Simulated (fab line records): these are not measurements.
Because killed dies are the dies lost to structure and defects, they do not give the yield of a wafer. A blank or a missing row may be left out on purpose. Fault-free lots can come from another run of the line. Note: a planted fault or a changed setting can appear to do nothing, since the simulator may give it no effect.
Matching of chambers ; flow n5Finfet ; 3 sister chambers for N5_FIN_SAQP_PECVD_47 on pecvd-01
The step deposits a-Si from SiH4/He, target thk 45 nm, time 36.3 s. 3 wafers are shown with their chamber, then 7 later ones without.

== WAFERS PAIRED WITH THEIR CHAMBERS ==
wafer;chamber;throttleValvePct (%)
L084.3;2;17.2
L084.6;0;18.2
L087.5;1;18.3

== WAFERS WITHOUT THEIR CHAMBER ==
wafer;throttleValvePct (%)
L087.6;17.4
L088.1;17.4
L088.2;18.4
L088.5;18.1
L096.1;17.5
L096.3;18.8
L096.5;17.2

== WHICH CHAMBER EACH ONE RAN IN ==
wafer;from the rows above;in truth
L087.6;2;2
L088.1;2;2
L088.2;can't be placed: 1 or 0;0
L088.5;can't be placed: 0 or 1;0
L096.1;can't be placed: 2 or 0 or 1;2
L096.3;can't be placed: 1 or 0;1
L096.5;2;2
Correctly placed: 3 of 7. Can't be placed from these rows: 4 (the true chamber is among the candidates in 4). 0 placed wrongly.
How it was worked out, from the rows above alone: a wafer's distance from a chamber is the root of the sum, over the readings, of the square of ((its reading less the chamber's mean) divided by the reading's scatter). If the next closest chamber is less than 2 further off than the closest, the wafer can't be placed; otherwise it belongs to the closest. Each chamber's mean is taken over the wafers shown for it. The scatter: with one shown wafer a chamber, the root of the mean of the squares of how far each hidden wafer lies from its nearest shown one.
